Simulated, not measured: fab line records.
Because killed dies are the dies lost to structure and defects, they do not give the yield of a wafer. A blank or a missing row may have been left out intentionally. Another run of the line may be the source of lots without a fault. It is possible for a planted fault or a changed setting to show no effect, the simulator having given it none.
A lot that was struck, set against a sound lot / flow n5 finfet / 16 steps out of a route of 1938
Sound: wafers L302.2, L302.4, L302.6. Wafers struck: L307.3, L307.4, L307.6. The cause is named last.
Each step with rows lists, per side, the tool, then ch with its chambers, then its first start. Under that, the readings that differ: sound wafers / struck wafers / difference of the means / sigmas: that difference in standard deviations of wafers without a fault.
alike: readings whose means differ by less than 2 such deviations, and words and numbers that are the same on both sides. not compared: withheld readings, readings that some wafer has no value for, bounds like >300 that may hide the same value, and numbers for which the record gives no deviation and whose values overlap.
Wherever a step has rows on one side only, a row that says differs or no value, or a row with sigmas, the two part there. When numbers do not overlap yet have no deviation, they are printed without sigmas and do not part them. A reading that every wafer of one side lacks parts them only if that side has two wafers or more.

N5_HKMG_FIN_OVL_MEAS_13:
  sound on overlay-01 ch 0, day 4 16:34; struck on overlay-02 ch 0, day 5 23:56
  alike: NWFM_OVL
N5_HKMG_FIN_INSPECT_14: inspects for defects (macro).
  sound on defect inspect-02, day 4 16:35; struck on defect inspect-02, day 5 23:58
  alike: raw defect count
N5_HKMG_FIN_DESCUM_17: chemistry O2, time 7.9 s.
  sound on rie diel-01 ch 2,3, day 4 16:48; struck on rie diel-03 ch 0,1,2, day 6 00:00
  alike: drypump motor current A, oes product au, rf vpp V, showerhead plenum p Torr, throttle valve pct
  not compared: rf hours counter h
N5_HKMG_FIN_ETCH_31: etches SiARC in CF4, target depth 45.5 nm, time 75.8 s.
  sound on rie diel-01 ch 2,3, day 4 16:50; struck on rie diel-03 ch 0,1,2, day 6 00:02
  alike: drypump motor current A, etch rf on time s, oes product au, rf vpp V, showerhead plenum p Torr, throttle valve pct
  not compared: rf hours counter h
then, 4 steps without rows for these wafers: N5_HKMG_FIN_ETCH_32 (etches SOC in N2/H2, target depth 240 nm, time 300 s); N5_HKMG_FIN_STRIP_33 (strips in N2/H2); N5_HKMG_FIN_STRIP_34 (strips in CF4); N5_HKMG_FIN_ETCH_35 (etches SOC in N2/H2, target depth 215.8 nm, time 243.4 s).
N5_HKMG_FIN_STRIP_92: strips SOC in N2/H2, time 20 s.
  sound on rie diel-01 ch 2,3, day 4 17:15; struck on rie diel-03 ch 0,1,2, day 6 00:27
  alike: drypump motor current A, oes product au, rf vpp V, showerhead plenum p Torr, throttle valve pct
  not compared: rf hours counter h
then, 1 step without rows for these wafers: N5_HKMG_FIN_WET_ETCH_18 (etches TiN in SC1, time 55 s, target depth 5.2 nm, rinse time 30 s).
N5_HKMG_FIN_STRIP_19: strips in N2/H2, time 360 s.
  sound on plasma asher-01 ch 0,1, day 4 17:23; struck on plasma asher-02 ch 0,1, day 6 00:43
  alike: drypump motor current A, heater power w
  not compared: rf hours counter h
then, 1 step without rows for these wafers: N5_HKMG_FIN_ALD_91 (deposits TiN, target thk 1 nm, pulse time 1 s, purge time 3 s).
N5_HKMG_FIN_COAT_85: time 60 s, resist thk 300 nm.
  sound on litho track-05 ch 0, day 4 18:03; struck on litho track-05 ch 0, day 6 01:16
reading=spin speed rpm (rpm); sound=1500.3 1499.6 1499.9; struck=1463.3 1463.2 1462.2; difference=-37.0; sigmas=-31
reading=model.SOC_of_HKMG_FIN_COAT_85.thk nm (nm); sound=299.4 300.4 300; struck=304.2 304.8 304.6; difference=+4.6; sigmas=
N5_HKMG_FIN_ETCH_86: etches SOC in N2/H2, stops on TiN, target depth 393.2 nm.
  sound on rie diel-01 ch 2,3, day 4 18:07; struck on rie diel-03 ch 1,2, day 6 01:39
  alike: drypump motor current A, oes product au, rf vpp V, showerhead plenum p Torr, throttle valve pct
  not compared: rf hours counter h
-- record jumps: 5 days separate the struck wafers' starts on either side; left off in module HKMG_FIN, taken up again in module BEOL_M4, whose first shown step is the route's number 1111 --
N5_BEOL_M4_RC_MEAS_101:
  sound on prober-01 ch 0, day 8 20:02; struck on prober-02 ch 0, day 10 18:48
  alike: DIBL_N, DIBL_P, IOFF_N, IOFF_P, ION_N, ION_P, SS_N, SS_P, VT_N, VT_P
after that, 1 step had no rows for these wafers: N5_PASSIVATION_PROBE_49.

== WHERE THEY PART ==
Within this record, at N5_HKMG_FIN_COAT_85 only. Later steps at which nothing parts them and some readings are alike: N5_HKMG_FIN_ETCH_86, N5_BEOL_M4_RC_MEAS_101.

WHY: what had been put in by the simulator
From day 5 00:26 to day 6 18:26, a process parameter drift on litho track-05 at N5_HKMG_FIN_COAT_85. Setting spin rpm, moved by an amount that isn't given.
